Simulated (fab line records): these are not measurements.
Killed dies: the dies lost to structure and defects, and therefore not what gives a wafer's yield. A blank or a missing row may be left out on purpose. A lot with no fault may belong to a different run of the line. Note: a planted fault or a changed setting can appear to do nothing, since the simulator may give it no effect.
fab line records | flow n5-finfet | part 2 of 2: steps 21 to 31 of 31
record: lots: 5 | wafers: 15 | last-day: 18
route steps=1938 shown WELL_APT@54 PMOS_HMC_CHANNEL_EPI@57
lots that met no fault: from a run of the same line without faults
start-h: the number of hours between the record's first day and the start of the first shown wafer of the lot | wait-h: hours elapsed since this lot's preceding step | " repeats the value in the row above | L1.1+2: one row covering several wafers at once | - no value present, or no start provided | * or withheld: withheld | < > ~ a bound
route shown NAME@n: a module of which the file shows steps, and the number in the route of the first | usual: mean/standard deviation of fault-free wafers | same: alike in all rows | chamber/n: place in a boat | sites: the reading at each site | _std_site: how widely they spread, as a standard deviation | _edge_site: the outer-site mean with the inner-site mean subtracted | radius-mm: for every site, how far away it sits from the centre of the wafer | mask NAME#n: copy n | behind: the last tool/chamber to shape the wafer | hold: cause of the lot's hold/its duration in hours/its outcome | device: names the non-switching transistor (n, p or np) | end of line: the tests these same wafers got at the end of their route | where a step has no rows: the recipe by itself | killed: not the wafer's yield, but the dies lost to structure and defects at the first sort | map: shows each die of a wafer: x if killed, . if not, _ if none is there
set.NAME: the run value of the setting; set.NAME@STEP: its run value at that earlier step | model.NAME: the simulator's own value behind a step, which no gauge read
lots at some steps of the route; a table a step, a row a wafer
services: from which hour (start-h, from the record's first day; less than 0 if before it) a tool's chamber was out of use, for how many hours, and why
== steps ==
step: N5_PMOS_HMC_CHANNEL_EPI_FIN_RECESS_16
recipe: chemistry: HBr/Cl2 | target: Si | mask-material: SiO2 | target-depth-a: 540 | time-s: 18 | pressure-mtorr: 10 | icp-w: 800 | bias-w: 75 | HBr_flow_sccm: 150 | Cl2_flow_sccm: 80
usual: drypump-motor-current-A: 5.6/0.53 | oes-product-au: 1.003/0.015 | throttle-valve-pct: 35.5/0.43
same: time-s: 18
lot.wafer | tool      | chamber | start-h | wait-h | drypump-motor-current-A | oes-product-au | rf-hours-counter-h | throttle-valve-pct
L079.3    | rie-si-01 | 2       | 47.69   | 0.0    | 5.0                     | 0.975          | 194                | 35.4
L079.4    | "         | 0       | "       | "      | 5.7                     | 0.997          | 82                 | 36.3
L079.5    | "         | 2       | "       | "      | 5.0                     | 0.968          | -                  | 35.4
L088.2    | rie-si-02 | 1       | 101.85  | 0.0    | 5.6                     | 0.990          | 146                | 35.4
L088.3    | "         | 2       | "       | "      | 6.0                     | 1.031          | 92                 | 36.2
L088.6    | "         | 2       | "       | "      | 6.0                     | 1.034          | -                  | 36.2
L092.1    | rie-si-05 | 1       | 125.75  | 0.0    | 5.3                     | 0.996          | 190                | 35.6
L092.5    | "         | 1       | "       | "      | 5.3                     | 0.997          | -                  | 35.6
L092.6    | "         | 2       | "       | "      | 5.7                     | 0.988          | -                  | 35.7
L093.3    | rie-si-05 | 3       | 131.85  | 0.0    | 5.9                     | 1.014          | 0                  | 34.6
L093.5    | "         | 0       | "       | "      | 4.9                     | 1.010          | -                  | 35.9
L093.6    | "         | 3       | "       | "      | 5.8                     | 1.017          | -                  | 34.7
L097.2    | rie-si-02 | 2       | 156.30  | 0.0    | 6.0                     | 1.022          | 93                 | 36.2
L097.3    | "         | 0       | "       | "      | 6.5                     | 1.004          | 90                 | 35.1
L097.6    | "         | 2       | "       | "      | 6.0                     | 1.022          | -                  | 36.2
step: N5_PMOS_HMC_CHANNEL_EPI_PRECLEAN_36
recipe: chemistry: O3/DIW | time-s: 45 | temp-c: 22 | o3-ppm: 10
usual: bath-heat-duty-pct: 2.4/0.45
same: time-s: 45
lot.wafer | tool         | chamber | start-h | wait-h | bath-heat-duty-pct
L079.3    | wet-bench-06 | 2       | 47.79   | 0.1    | 2.0
L079.4    | "            | 0       | "       | "      | 2.1
L079.5    | "            | 1       | "       | "      | 2.4
L088.2    | wet-bench-01 | 2       | 101.94  | 0.1    | 2.4
L088.3    | "            | 1       | "       | "      | 2.7
L088.6    | "            | 3       | "       | "      | 1.3
L092.1    | wet-bench-06 | 4       | 125.85  | 0.1    | 2.3
L092.5    | "            | 7       | "       | "      | 2.2
L092.6    | "            | 0       | "       | "      | 1.6
L093.3    | wet-bench-05 | 0       | 131.95  | 0.1    | 2.6
L093.5    | "            | 3       | "       | "      | 2.1
L093.6    | "            | 4       | "       | "      | 2.8
L097.2    | wet-bench-05 | 5       | 156.40  | 0.1    | 1.4
L097.3    | "            | 1       | "       | "      | 2.1
L097.6    | "            | 7       | "       | "      | 2.8
step: N5_PMOS_HMC_CHANNEL_EPI_PRECLEAN_18
recipe: chemistry: DHF | time-s: 30 | temp-c: 25 | dilution: withheld
same: time-s: 30
lot.wafer  | tool         | chamber | start-h | wait-h
L079.3+4+5 | wet-bench-06 | 2,0,1   | 47.80   | 0.0
L088.2+3+6 | wet-bench-01 | 2,1,3   | 101.96  | 0.0
L092.1+5+6 | wet-bench-06 | 4,7,0   | 125.86  | 0.0
L093.3+5+6 | wet-bench-05 | 0,3,4   | 131.96  | 0.0
L097.2+3+6 | wet-bench-05 | 5,1,7   | 156.42  | 0.0
step: N5_PMOS_HMC_CHANNEL_EPI_SRD_19
recipe: dry: ipa-marangoni | do-ppb: 5 | time-s: 30 | temp-c: 23 | rinse-liquid: diw
usual: bath-heat-duty-pct: 3.7/0.58
same: time-s: 30
lot.wafer | tool         | chamber | start-h | wait-h | bath-heat-duty-pct
L079.3    | wet-bench-06 | 2       | 47.81   | 0.0    | 3.5
L079.4    | "            | 0       | "       | "      | 3.7
L079.5    | "            | 1       | "       | "      | 3.3
L088.2    | wet-bench-01 | 2       | 101.97  | 0.0    | 4.1
L088.3    | "            | 1       | "       | "      | 3.2
L088.6    | "            | 3       | "       | "      | 4.0
L092.1    | wet-bench-06 | 4       | 125.87  | 0.0    | 3.6
L092.5    | "            | 7       | "       | "      | 3.3
L092.6    | "            | 0       | "       | "      | 3.7
L093.3    | wet-bench-05 | 0       | 131.97  | 0.0    | 4.2
L093.5    | "            | 3       | "       | "      | 4.7
L093.6    | "            | 4       | "       | "      | 4.3
L097.2    | wet-bench-05 | 5       | 156.43  | 0.0    | 3.4
L097.3    | "            | 1       | "       | "      | 4.4
L097.6    | "            | 7       | "       | "      | 4.6
step: N5_PMOS_HMC_CHANNEL_EPI_EPI_20
recipe: material: SiGe30 | mask-material: SiO2 | pressure-torr: 20 | target-thk-a: 590 | temp-c: 600
lot.wafer  | tool         | chamber | start-h | wait-h
L079.3+4+5 | epi-rpcvd-01 | 0       | 48.26   | 0.4
L088.2+3+6 | epi-rpcvd-01 | 0       | 102.22  | 0.2
L092.1+5+6 | epi-rpcvd-01 | 0       | 125.92  | 0.0
L093.3+5+6 | epi-rpcvd-02 | 0       | 132.42  | 0.4
L097.2+3+6 | epi-rpcvd-03 | 0       | 156.67  | 0.2
step: N5_PMOS_HMC_CHANNEL_EPI_HM_STRIP_35
recipe: chemistry: dHF | temp-c: 25 | material: SiO2 | target: SiO2 | target-depth-a: 396 | time-s: 216
usual: bath-heat-duty-pct: 6.4/0.93
same: time-s: 216
lot.wafer | tool         | chamber | start-h | wait-h | bath-heat-duty-pct
L079.3    | wet-bench-01 | 5       | 49.09   | 0.6    | 8.2
L079.4    | "            | 3       | "       | "      | 5.8
L079.5    | "            | 4       | "       | "      | 6.7
L088.2    | wet-bench-01 | 4       | 103.25  | 0.8    | 8.5
L088.3    | "            | 5       | "       | "      | 7.9
L088.6    | "            | 0       | "       | "      | 6.6
L092.1    | wet-bench-01 | 1       | 127.15  | 1.0    | 6.2
L092.5    | "            | 5       | "       | "      | 7.4
L092.6    | "            | 0       | "       | "      | 6.2
L093.3    | wet-bench-01 | 1       | 133.25  | 0.6    | 6.9
L093.5    | "            | 5       | "       | "      | 7.6
L093.6    | "            | 6       | "       | "      | 7.4
L097.2    | wet-bench-01 | 0       | 157.71  | 0.8    | 6.3
L097.3    | "            | 4       | "       | "      | 7.7
L097.6    | "            | 3       | "       | "      | 6.5
step: N5_PMOS_HMC_CHANNEL_EPI_SRD_39
recipe: dry: ipa-marangoni | time-s: 30 | temp-c: 23 | rinse-liquid: diw
usual: bath-heat-duty-pct: 3.7/0.62
same: time-s: 30
lot.wafer | tool         | chamber | start-h | wait-h | bath-heat-duty-pct
L079.3    | wet-bench-01 | 5       | 49.15   | 0.0    | 5.1
L079.4    | "            | 3       | "       | "      | 2.8
L079.5    | "            | 4       | "       | "      | 3.5
L088.2    | wet-bench-01 | 4       | 103.31  | 0.0    | 4.9
L088.3    | "            | 5       | "       | "      | 3.7
L088.6    | "            | 0       | "       | "      | 3.5
L092.1    | wet-bench-01 | 1       | 127.22  | 0.0    | 3.3
L092.5    | "            | 5       | "       | "      | 4.1
L092.6    | "            | 0       | "       | "      | 3.7
L093.3    | wet-bench-01 | 1       | 133.32  | 0.0    | 3.2
L093.5    | "            | 5       | "       | "      | 4.1
L093.6    | "            | 6       | "       | "      | 4.7
L097.2    | wet-bench-01 | 0       | 157.83  | 0.0    | 3.9
L097.3    | "            | 4       | "       | "      | 4.1
L097.6    | "            | 3       | "       | "      | 3.9
step: N5_PMOS_HMC_CHANNEL_EPI_CMP_21
recipe: material: SiGe30 | post-cmp-clean: alkaline-brush | target-thk-nm: 54
usual: motor-current-A: 11.8/1.5
lot.wafer | tool   | chamber | start-h | wait-h | motor-current-A
L079.3    | cmp-02 | 0       | 49.19   | 0.0    | 10.7
L079.4    | "      | 1       | "       | "      | 10.9
L079.5    | "      | 0       | "       | "      | 11.5
L088.3    | cmp-03 | 2       | 103.39  | 0.1    | 14.1
L088.2    | "      | 0       | "       | "      | 12.4
L088.6    | "      | 2       | "       | "      | 14.5
L092.1    | cmp-04 | 1       | 127.26  | 0.0    | 11.6
L092.6    | "      | 1       | "       | "      | 11.3
L092.5    | "      | 2       | "       | "      | 12.2
L093.3    | cmp-04 | 0       | 134.23  | 0.9    | 13.9
L093.6    | "      | 3       | "       | "      | 11.4
L093.5    | "      | 0       | "       | "      | 13.3
L097.3    | cmp-03 | 1       | 157.93  | 0.1    | 11.2
L097.2    | "      | 3       | "       | "      | 9.7
L097.6    | "      | 1       | "       | "      | 11.2
step: N5_PMOS_HMC_CHANNEL_EPI_THK_MEAS_22
recipe: reads: SiGe30_of_PMOS_HMC_CHANNEL_EPI_EPI_20
usual: HMC_CMP_THK: 53.6/0.83
lot.wafer | tool          | chamber | start-h | wait-h | HMC_CMP_THK[nm]
L079.3    | film-metro-02 | -       | 49.49   | -      | 53.6
L079.4    | "             | -       | "       | "      | 52.0
L079.5    | "             | -       | "       | "      | 52.6
L088.2    | film-metro-01 | -       | 103.65  | -      | 53.2
L088.3    | "             | -       | "       | "      | 54.6
L088.6    | "             | -       | "       | "      | 54.5
L092.1    | film-metro-02 | -       | 127.56  | -      | 54.1
L092.5    | "             | -       | "       | "      | 53.9
L092.6    | "             | -       | "       | "      | 53.7
L093.3    | film-metro-02 | -       | 134.49  | -      | 52.7
L093.5    | "             | -       | "       | "      | 52.6
L093.6    | "             | -       | "       | "      | 52.7
L097.2    | film-metro-02 | -       | 158.19  | -      | 53.8
L097.3    | "             | -       | "       | "      | 54.0
L097.6    | "             | -       | "       | "      | 54.2
step: N5_PMOS_HMC_CHANNEL_EPI_PRECLEAN_40
recipe: chemistry: DHF | time-s: 30 | temp-c: 25 | dilution: withheld
same: time-s: 30
lot.wafer  | tool         | chamber | start-h | wait-h
L079.3+4+5 | wet-bench-01 | 1,5,7   | 49.52   | 0.0
L088.2+3+6 | wet-bench-01 | 5,3,0   | 103.68  | 0.0
L092.1+5+6 | wet-bench-05 | 0,7,5   | 127.58  | 0.0
L093.3+5+6 | wet-bench-05 | 1,7,3   | 134.52  | 0.0
L097.2+3+6 | wet-bench-01 | 2,5,4   | 158.22  | 0.0
step: N5_PMOS_HMC_CHANNEL_EPI_PRECLEAN_37
recipe: chemistry: O3/DIW | time-s: 45 | temp-c: 22 | o3-ppm: 10
usual: bath-heat-duty-pct: 2.4/0.48
same: time-s: 45
lot.wafer | tool         | chamber | start-h | wait-h | bath-heat-duty-pct
L079.3    | wet-bench-01 | 1       | 49.53   | 0.0    | 1.8
L079.4    | "            | 5       | "       | "      | 2.8
L079.5    | "            | 7       | "       | "      | 1.8
L088.2    | wet-bench-01 | 5       | 103.69  | 0.0    | 2.7
L088.3    | "            | 3       | "       | "      | 1.5
L088.6    | "            | 0       | "       | "      | 2.8
L092.1    | wet-bench-05 | 0       | 127.60  | 0.0    | 2.4
L092.5    | "            | 7       | "       | "      | 2.1
L092.6    | "            | 5       | "       | "      | 2.6
L093.3    | wet-bench-05 | 1       | 134.54  | 0.0    | 2.9
L093.5    | "            | 7       | "       | "      | 2.0
L093.6    | "            | 3       | "       | "      | 2.7
L097.2    | wet-bench-01 | 2       | 158.24  | 0.0    | 2.1
L097.3    | "            | 5       | "       | "      | 2.4
L097.6    | "            | 4       | "       | "      | 1.8
== services ==
tool            | chamber | start-h | hours | kind
rie-si-05       | 1       | 25.19   | 1.6   | repair
rie-diel-03     | 0       | 25.76   | 27.0  | repair
epi-rpcvd-04    | -       | 27.26   | 1.6   | repair
epi-rpcvd-01    | -       | 37.48   | 1.3   | repair
cmp-04          | -       | 37.77   | 1.2   | repair
wet-bench-05    | -       | 47.82   | 2.0   | repair
cmp-04          | -       | 49.31   | 1.4   | repair
rie-si-01       | 3       | 53.59   | 10.1  | repair
arfi-scanner-01 | -       | 59.28   | 1.3   | pm
rie-diel-01     | 2       | 60.91   | 23.0  | repair
rie-diel-01     | -       | 62.44   | 2.8   | pm
cmp-03          | -       | 62.76   | 2.1   | repair
cmp-04          | -       | 64.43   | 0.9   | repair
cmp-03          | -       | 65.88   | 4.0   | pm
rie-diel-06     | 1       | 71.21   | 24.2  | repair
pecvd-03        | 0       | 75.45   | 2.0   | repair
cmp-04          | -       | 97.16   | 2.1   | repair
arfi-scanner-01 | -       | 99.03   | 0.8   | pm
rie-si-05       | 3       | 101.14  | 12.1  | repair
rie-diel-03     | 1       | 103.40  | 9.8   | repair
pecvd-04        | -       | 122.22  | 2.8   | pm
rie-si-05       | 2       | 136.95  | 15.4  | repair
pecvd-04        | 0       | 138.59  | 10.1  | repair
arfi-scanner-01 | -       | 151.01  | 4.1   | repair
